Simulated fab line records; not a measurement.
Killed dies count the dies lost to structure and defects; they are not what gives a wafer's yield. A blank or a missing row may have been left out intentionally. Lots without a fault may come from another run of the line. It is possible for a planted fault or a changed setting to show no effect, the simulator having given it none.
Struck lot and sound lot, side by side || flow n5_finfet || 44 steps out of a route of 1938
Sound: these wafers, L809.2, L809.3, L809.4. Struck: wafer L813.4. (L813.6 of the same lot was not struck and is left out.) The cause comes at the end.
Order at every step that has rows: each side's tool, ch and its chambers, its first start. Under that, the readings that differ: sound wafers || struck wafers || difference of the means || sigmas: that difference in standard deviations of wafers without a fault.
alike: readings with means less than 2 such deviations apart, plus words and numbers identical on both sides. not compared: withheld readings, readings lacking a value on some wafer, bounds such as >300 that could conceal the same value, and numbers that have no deviation in the record and whose values overlap.
A row with sigmas, a row that says differs or no value, or rows on one side alone: a step with any of these is where the two part. Numbers that don't overlap but have no deviation are shown without sigmas and don't part them. A reading that every wafer of one side lacks parts them only if that side has two wafers or more.

first, 4 steps without rows for these wafers: N5_PMOS_HMC_CHANNEL_EPI_PRECLEAN_37 (cleans in O3/DIW, time 45 s); N5_PMOS_HMC_CHANNEL_EPI_PRECLEAN_24 (cleans in DHF, time 30 s); N5_PMOS_HMC_CHANNEL_EPI_SRD_25 (time 30 s); N5_PMOS_HMC_CHANNEL_EPI_EPI_26 (deposits Si from SiH4/H2, target thk 3.8 nm, time 22.7 s).
N5_PMOS_HMC_CHANNEL_EPI_INSPECT_30: inspects for defects (darkfield).
  sound on defect_inspect-01 at day 4 08:26; struck on defect_inspect-01 at day 5 08:16
  alike: raw_defect_count
then, 4 steps without rows for these wafers: N5_FIN_SAQP_PRECLEAN_42 (cleans in O3/DIW, time 60 s); N5_FIN_SAQP_PRECLEAN_00 (cleans in SC1, time 60 s); N5_FIN_SAQP_PRECLEAN_44 (cleans in SC2, time 45 s); N5_FIN_SAQP_SRD_01 (time 30 s).
N5_FIN_SAQP_ALD_61: deposits SiO2, target thk 4 nm, pulse time 1 s, purge time 2 s.
  sound on ald_sin-01 ch 0,1,3, day 4 08:39; struck on ald_sin-01 ch 2, day 5 08:23
  alike: heater_power_outer_w, heater_power_w, precursor_pulse_height_rel
N5_FIN_SAQP_DENSIFY_62: time 60 s.
  sound on rtp_anneal-01 ch 0, day 4 09:18; struck on rtp_anneal-02 ch 0, day 5 08:44
  alike: lamp_power_pct, wafer_temp_C_max
N5_FIN_SAQP_HM_DEP_03: deposits SiNx from SiH4/NH3/N2, target thk 38 nm, time 33.6 s.
  sound on pecvd-03 ch 1,2, day 4 09:29; struck on pecvd-04 ch 2, day 5 08:53
{"reading": "throttle_valve_pct (%)", "sound": "42.5 40.3 40.2", "struck": 36.5, "difference": -4.5, "sigmas": -2}
{"reading": "model.SiNx_of_FIN_SAQP_HM_DEP_03.thk_nm (nm)", "sound": "37.12 36.9 37.98", "struck": 34.74, "difference": -2.59, "sigmas": ""}
  alike: heater_power_outer_w, heater_power_w, showerhead_plenum_p_Torr, showerhead_vpp_V
N5_FIN_SAQP_THK_MEAS_05:
  sound on film_metro-01 at day 4 09:34; struck on film_metro-02 at day 5 08:57
{"reading": "thk_nm (nm)", "sound": "37.1 36.9 38.0", "struck": 34.8, "difference": -2.5, "sigmas": -4}
then, 1 step without rows for these wafers: N5_FIN_SAQP_PECVD_47 (deposits a-Si from SiH4/He, target thk 45 nm, time 36.3 s).
N5_FIN_SAQP_PECVD_48: deposits SiNx from SiH4/NH3/N2, target thk 25 nm, time 22.1 s.
  sound on pecvd-04 ch 0,1, day 4 09:39; struck on pecvd-02 ch 2, day 5 09:03
{"reading": "showerhead_vpp_V (V)", "sound": "1087 1092 1100", "struck": 1036, "difference": -57, "sigmas": -2}
  alike: heater_power_outer_w, heater_power_w, showerhead_plenum_p_Torr, throttle_valve_pct
then, 1 step without rows for these wafers: N5_FIN_SAQP_PECVD_06 (deposits a-Si from SiH4/He, target thk 60 nm, time 48.1 s).
N5_FIN_SAQP_THK_MEAS_07:
  sound on film_metro-02 at day 4 09:47; struck on film_metro-02 at day 5 09:10
  alike: thk_nm
then, 9 steps without rows for these wafers: N5_FIN_SAQP_HM_DEP_72 (deposits SiO2 from SiH4/N2O, target thk 12 nm, time 7.2 s); N5_FIN_SAQP_COAT_49 (time 60 s, resist thk 100 nm); N5_FIN_SAQP_COAT_50 (time 60 s, resist thk 35 nm); N5_FIN_SAQP_COAT_10 (resist thk 90 nm); N5_FIN_SAQP_EBR_12; N5_FIN_SAQP_SOFTBAKE_11 (time 60 s); N5_FIN_SAQP_EXPOSE_13 (exposes mask FIN CORE, target cd 35.6 nm); N5_FIN_SAQP_PEB_14 (peb time 60 s); N5_FIN_SAQP_DEVELOP_15 (develop time 30 s).
N5_FIN_SAQP_CD_MEAS_16: target cd 35.6 nm.
  sound on cd_sem-01 ch 0, day 4 10:08; struck on cd_sem-02 ch 0, day 5 09:32
  alike: cd_nm
N5_FIN_SAQP_OVL_MEAS_17:
  sound on overlay-02 ch 0, day 4 10:11; struck on overlay-01 ch 0, day 5 09:34
  alike: FIN_CORE_OVL
N5_FIN_SAQP_INSPECT_18: inspects for defects (brightfield).
  sound on defect_inspect-01 at day 4 10:12; struck on defect_inspect-02 at day 5 09:35
  alike: raw_defect_count
N5_FIN_SAQP_DESCUM_21: chemistry O2, time 7.9 s.
  sound on rie_diel-05 ch 0,1,3, day 4 10:14; struck on rie_diel-06 ch 0, day 5 09:47
  alike: bias_power_w, drypump_motor_current_A, oes_product_au, rf_vpp_V, showerhead_plenum_p_Torr, throttle_valve_pct
  not compared: rf_hours_counter_h
then, 9 steps without rows for these wafers: N5_FIN_SAQP_ETCH_51 (etches SiARC in CF4, target depth 45.5 nm, time 75.8 s); N5_FIN_SAQP_ETCH_52 (etches SOC in N2/H2, target depth 100 nm, overetch 20 nm, time 150 s); N5_FIN_SAQP_STRIP_53 (strips in N2/H2); N5_FIN_SAQP_HM_OPEN_73 (chemistry CHF3/O2, target SiO2, stops on a-Si, target depth 12 nm, time 16.8 s); N5_FIN_SAQP_STRIP_74 (strips in CHF3/O2); N5_FIN_SAQP_MANDREL_ETCH_22 (etches a-Si in HBr/Cl2, stops on SiNx, target depth 60 nm, bt time 10 s, time 30 s); N5_FIN_SAQP_STRIP_55 (strips in N2/H2); N5_FIN_SAQP_STRIP_23 (strips in SPM, time 750 s); N5_FIN_SAQP_SRD_66 (time 30 s).
N5_FIN_SAQP_RECESS_75: chemistry HF/NH3, target SiO2, target depth 14.4 nm, afs cycles 3, sublimation time 60 s.
  sound on vapor_etch-01 ch 0,1, day 4 10:56; struck on vapor_etch-02 ch 1, day 5 10:38
{"reading": "drypump_motor_current_A (A)", "sound": "5.6 6.1 5.6", "struck": 4.7, "difference": -1.1, "sigmas": -2}
then, 1 step without rows for these wafers: N5_FIN_SAQP_SPACER1_ALD_24 (deposits SiO2, target thk 20.3 nm, pulse time 1 s, purge time 2 s).
N5_FIN_SAQP_HM_OPEN_33: chemistry CH3F/O2, target SiNx, target depth 49.4 nm, time 70.6 s.
  sound on rie_diel-06 ch 0,1,2, day 4 13:53; struck on rie_diel-05 ch 1, day 5 13:32
{"reading": "etch_rf_on_time_s (s)", "sound": "67.8 65.3 68.5", "struck": 63.1, "difference": -4.1, "sigmas": -3}
{"reading": "rf_vpp_V (V)", "sound": "302 301 294", "struck": 311, "difference": "+12", "sigmas": "+3"}
{"reading": "model.etch.depth_nm (nm)", "sound": "36.49 36.27 37.22", "struck": 34.11, "difference": -2.55, "sigmas": ""}
  alike: CH3F_flow_sccm, drypump_motor_current_A, oes_product_au, showerhead_plenum_p_Torr, throttle_valve_pct
  not compared: rf_hours_counter_h
N5_STI_FIN_REVEAL_RECESS_09: chemistry HF/NH3, target SiO2, afs cycles 11, target depth 42.5 nm, sublimation time 60 s.
  sound on vapor_etch-01 ch 0,1, day 4 22:59; struck on vapor_etch-02 ch 0, day 5 22:23
{"reading": "model.SiNx_of_FIN_SAQP_HM_DEP_03.thk_nm (nm)", "sound": "17.4 17.2 18.4", "struck": 15, "difference": -3, "sigmas": ""}
  alike: drypump_motor_current_A
-- here the record skips 5 days between the struck wafers' starts before and after, leaving off in module STI_FIN_REVEAL and picking up in module BEOL_M4 (first step shown: number 1111 of the route) --
N5_BEOL_M4_RC_MEAS_101:
  sound on prober-01 ch 0, day 11 00:37; struck on prober-02 ch 0, day 11 09:59
{"reading": "SS_N (mV/dec)", "sound": "70.8 71.5 71.4", "struck": 72.3, "difference": "+1.1", "sigmas": "+2"}
  alike: DIBL_N, DIBL_P, IOFF_N, IOFF_P, ION_N, ION_P, SS_P, VT_N, VT_P

== WHERE THEY PART ==
At N5_FIN_SAQP_HM_DEP_03 first; at N5_BEOL_M4_RC_MEAS_101 last (within this record only).

WHY: what the simulator had put in
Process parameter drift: pecvd-04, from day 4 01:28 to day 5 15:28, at N5_FIN_SAQP_HM_DEP_03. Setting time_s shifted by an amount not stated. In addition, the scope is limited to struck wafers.
